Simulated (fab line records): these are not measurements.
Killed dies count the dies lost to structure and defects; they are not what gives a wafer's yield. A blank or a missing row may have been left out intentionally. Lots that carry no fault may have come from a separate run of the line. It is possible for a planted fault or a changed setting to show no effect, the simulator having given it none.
One fault seen from 2 desks || flow nand harc || numbers are kept per desk, each desk with only its own; the story behind them comes last

## DESK OF THE TOOL OWNER: pecvd-02
The tool's own readings at NHARC_A_CONTACT_DEP_85 (deposits SiON, target thk 50 nm): means of the sampled wafers that have a number, for each lot that ran on this tool. If a lot's mean is further than 4 standard deviations from the usual mean, the lot is out of limits and carries the mark OUT (the distance appears in the brackets).
Columns: A = heater power w at NHARC_A_CONTACT_DEP_85, usual 763 W
{"lot": "L293", "first seen here": "day 18 19:37", "A": 681}
{"lot": "L302", "first seen here": "day 21 03:59", "A": 742}
This desk found nothing out of limits on any of the 2 lots.

## THE DEFECT DESK
Per lot, the means of the sampled wafers with a number show what the inspections along the route counted. If a lot's mean is further than 4 standard deviations from the usual mean, the lot is out of limits and carries the mark OUT (the distance appears in the brackets).
Columns: A = raw defect count at NHARC_A_CONTACT_INSPECT_10, usual 33
{"lot": "L290", "first seen here": "day 17 05:30", "A": 30}
{"lot": "L289", "first seen here": "day 17 06:53", "A": 21}
{"lot": "L292", "first seen here": "day 17 11:05", "A": 20}
{"lot": "L288", "first seen here": "day 17 12:15", "A": 27}
{"lot": "L293", "first seen here": "day 18 20:28", "A": 40}
{"lot": "L302", "first seen here": "day 21 04:43", "A": "292 (+16) OUT"}
{"lot": "L307", "first seen here": "day 22 01:46", "A": 63}
{"lot": "L308", "first seen here": "day 22 04:07", "A": 39}
{"lot": "L309", "first seen here": "day 22 18:16", "A": 67}
{"lot": "L310", "first seen here": "day 22 23:32", "A": 20}
This desk's finding: out of limits on L302; first on L302, day 21 04:43 (raw defect count at NHARC_A_CONTACT_INSPECT_10). Within limits: L290, L289, L292, L288, L293, L307, L308, L309, L310.

## TAKEN TOGETHER
The defect desk could have raised an alarm at day 21 04:43, on L302.
The tool owner's desk saw nothing out of limits.
On record at the tool owner's desk: L302, within its limits.
All the named lots went through NHARC_A_CONTACT_DEP_85 on pecvd-02.

## WHAT THE SIMULATOR HAD PUT IN
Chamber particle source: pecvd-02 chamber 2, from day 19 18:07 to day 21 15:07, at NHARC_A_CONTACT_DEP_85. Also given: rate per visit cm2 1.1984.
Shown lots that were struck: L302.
Hours from the fault's start to each desk's first reading out of limits: the defect desk, 35.
